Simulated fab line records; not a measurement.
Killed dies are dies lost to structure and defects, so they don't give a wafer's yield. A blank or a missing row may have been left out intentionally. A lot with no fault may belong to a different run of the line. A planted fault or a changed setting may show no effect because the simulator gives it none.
Comparing a struck lot with a sound one    flow n5_finfet    13 steps out of a route of 1938
Sound: wafers L270.4, L270.5, L270.6. Struck: wafer L284.1 (left out: L284.3, L284.4 of the same lot, which were not struck); the cause appears at the end.
Order at every step that has rows: each side's tool, ch and its chambers, its first start. Under that, the readings that differ: sound wafers    struck wafers    difference of the means    sigmas: that difference in standard deviations of wafers without a fault.
alike: same words and numbers on both sides, and readings whose means sit less than 2 such deviations apart. not compared: any withheld reading, any reading some wafer has no value for, any bound like >300 that may hide the same value, and any number with overlapping values for which the record gives no deviation.
Wherever a step has rows on one side only, a row that says differs or no value, or a row with sigmas, the two part there. Non-overlapping numbers with no deviation appear without sigmas and do not part them. A reading that every wafer of one side lacks parts them only if that side has two wafers or more.

N5_MOL_CONTACT_COAG_SPUTTER_143: material Co, target thk 2.5 nm.
  sound on pvd_sputter-01, day 5 04:58; struck on pvd_sputter-02, day 8 17:27
  alike: chamber_pressure_pa, throttle_valve_pct
N5_MOL_CONTACT_COAG_CO_FILL_22: material Co, precursor CCTBA/H2, target thk 20 nm.
  sound on cvd_co-01 ch 0,1,2, day 5 05:22; struck on cvd_co-01 ch 2, day 8 17:34
  alike: heater_power_w
N5_MOL_CONTACT_COAG_ANNEAL_113: time 300 s.
  sound on rtp_anneal-01 ch 0, day 5 06:08; struck on rtp_anneal-01 ch 0, day 8 18:11
  alike: wafer_temp_C_max
then, 1 step without rows for these wafers: N5_MOL_CONTACT_COAG_PRE_CLEAN_142 (time 60 s).
N5_MOL_CONTACT_COAG_SPUTTER_130: material Co, target thk 47.5 nm.
  sound on pvd_sputter-02, day 5 07:43; struck on pvd_sputter-02, day 8 19:38
  alike: chamber_pressure_pa, throttle_valve_pct
then, 5 steps without rows for these wafers: N5_MOL_CONTACT_COAG_PRECLEAN_125 (cleans in DIW, time 57.5 s); N5_MOL_CONTACT_COAG_SRD_126 (dry time 32 s); N5_MOL_CONTACT_COAG_CMP_23 (polishes, stops on SiO2, t overpolish 1.5 s, target thk 0 nm); N5_MOL_CONTACT_COAG_WET_ETCH_26 (target Co, target depth 13 nm); N5_MOL_CONTACT_COAG_WET_ETCH_116 (etches the open film in SC1-inhibited, target depth 4.6 nm, rinse time 30 s).
N5_MOL_CONTACT_COAG_ALD_27: deposits SiOC, target thk 17 nm, pulse time 1.5 s, time 2720 s.
  sound on ald_sin-02 ch 0,3, day 5 10:27; struck on ald_sin-04 ch 2, day 8 21:31
reading                                            sound                 struck  difference  sigmas
ald_cycles                                         340 340 340           404     +64         
run_length_s (s)                                   2770.3 2770.7 2769.7  3281.1  +510.9      +99 or more
time_s (s)                                         2720 2720 2720        3232    +512        
model.SiOC_of_MOL_CONTACT_COAG_ALD_27.thk_nm (nm)  17 17 17              20.2    +3.2        
  alike: heater_power_w, precursor_pulse_height_rel
N5_MOL_CONTACT_COAG_CMP_28: polishes, stops on SiNx, t overpolish 0.85 s, target thk 14.522 nm.
  sound on cmp-02 ch 0,1,2, day 5 12:05; struck on cmp-04 ch 3, day 8 23:08
  alike: motor_current_A, slurry_flow_ml_min
then, 1 step without rows for these wafers: N5_PASSIVATION_PROBE_49.

## WHERE THEY PART
Only at N5_MOL_CONTACT_COAG_ALD_27, within this record. Later steps at which nothing parts them and some readings are alike: N5_MOL_CONTACT_COAG_CMP_28.

WHY: what the simulator had put in
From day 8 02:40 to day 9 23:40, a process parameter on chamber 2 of ald_sin-04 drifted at N5_MOL_CONTACT_COAG_ALD_27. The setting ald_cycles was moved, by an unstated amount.
